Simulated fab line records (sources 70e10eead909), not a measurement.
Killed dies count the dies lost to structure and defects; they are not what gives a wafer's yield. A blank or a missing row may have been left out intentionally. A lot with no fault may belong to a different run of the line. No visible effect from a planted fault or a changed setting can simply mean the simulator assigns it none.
Struck lot and sound lot, side by side / flow nand-harc / 15 steps out of a route of 1302
Sound: these wafers, L987.3, L987.5, L987.6. Struck: wafers L985.3, L985.4, L985.5. The cause comes at the end.
At each step with rows: each side's tool, then ch and its chambers, then its first start. Under that, the readings that differ: sound wafers / struck wafers / difference of the means / sigmas: that difference in standard deviations of wafers without a fault.
alike: readings with means less than 2 such deviations apart, plus words and numbers identical on both sides. not compared: withheld readings, readings lacking a value on some wafer, bounds such as >300 that could conceal the same value, and numbers that have no deviation in the record and whose values overlap.
The two part at a step that has a row with sigmas, a row that says differs or no value, or rows on one side only. Numbers that don't overlap but have no deviation are shown without sigmas and don't part them. A reading missing from all wafers of one side parts the sides only when that side holds two or more wafers.

first, 4 steps without rows for these wafers: NHARC_A_M0_EBR_05; NHARC_A_M0_EXPOSE_06 (exposes mask A M0, target cd 80 nm); NHARC_A_M0_PEB_07 (peb time 65 s); NHARC_A_M0_DEVELOP_08 (develop time 35 s).
NHARC_A_M0_CD_MEAS_09: the cd target is 80 nm.
  sound on cd-sem-02 ch 0, day 29 23:19; struck on cd-sem-02 ch 0, day 28 21:32
  alike: cd-nm
NHARC_A_M0_OVL_MEAS_10: pitch 160 nm.
  sound: overlay-02 at day 29 23:23; struck: overlay-02 at day 28 21:37
  alike: overlay-x-nm, overlay-y-nm
NHARC_A_M0_INSPECT_11:
  sound: defect-inspect-01 at day 29 23:26; struck: defect-inspect-02 at day 28 21:40
  alike: raw-defect-count
NHARC_A_M0_DESCUM_14: chemistry O2, time 3 s.
  sound on rie-diel-13 ch 1,2, day 29 23:29; struck on rie-diel-10 ch 1,2, day 28 21:44
reading=drypump-motor-current-A (A); sound=5.40 5.06 5.47; struck=6.14 6.02 6.04; difference=+0.76; sigmas=+3
  alike: o2-flow-sccm, oes-product-au, rf-vpp-V, showerhead-plenum-p-Torr, throttle-valve-pct
  not compared: rf-hours-counter-h
NHARC_A_M0_ETCH_34: etches the open film in N2/H2, target depth 40 nm, overetch 12 nm, time 43.94 s.
  sound on rie-diel-13 ch 1,2,3, day 29 23:35; struck on rie-diel-10 ch 0,1, day 28 21:48
reading=rf-vpp-V (V); sound=432.7 433.8 435.4; struck=431.2 427.6 427.8; difference=-5.1; sigmas=-2
  alike: drypump-motor-current-A, h2-flow-sccm, oes-product-au, showerhead-plenum-p-Torr, throttle-valve-pct
  not compared: rf-hours-counter-h
NHARC_A_M0_ETCH_15: etches the open film in C4F8/Ar, target depth 150 nm, overetch 15 nm, time 82.5 s.
  sound on rie-diel-13 ch 0,1,3; struck on rie-diel-10 ch 0,1,2
  alike: oes-product-au, rf-vpp-V
  not compared: rf-hours-counter-h
NHARC_A_M0_CD_MEAS_16:
  sound: cd-sem-01 at day 29 23:47; struck: cd-sem-02 at day 28 22:01
  alike: cd-nm
NHARC_A_M0_STRIP_18: strips in N2/H2.
  sound on rie-diel-12 ch 0,1, day 29 23:52; struck on rie-diel-12 ch 1,2,3, day 28 22:05
  alike: chamber-pressure-mTorr, drypump-motor-current-A, h2-flow-sccm, oes-product-au, rf-vpp-V, showerhead-plenum-p-Torr, throttle-valve-pct
  not compared: rf-hours-counter-h
NHARC_A_M0_STRIP_19: strips in post etch residue remover, time 600 s.
  sound on wet-bench-07 ch 4,5,6, day 30 00:09; struck on wet-bench-01 ch 0,1,6, day 28 22:22
  no value came back on the struck wafers for bath-heat-duty-pct (%), run-length-s (s); on the sound wafers bath-heat-duty-pct (%) reads 13.1 12.9 10.5
NHARC_A_M0_DEGAS_28: time 60 s.
  sound: pvd-sputter-02 at day 30 00:25; struck: pvd-sputter-01 at day 28 22:38
  alike: heater-power-w
NHARC_END_SORT_01:
  here the record holds rows for the struck wafers (prober-01 ch 0, day 30 19:26) but none for the sound ones

WHERE THEY PART
Last at NHARC_END_SORT_01 as far as this record goes, first at NHARC_A_M0_DESCUM_14.

WHY: whatever the simulator had introduced
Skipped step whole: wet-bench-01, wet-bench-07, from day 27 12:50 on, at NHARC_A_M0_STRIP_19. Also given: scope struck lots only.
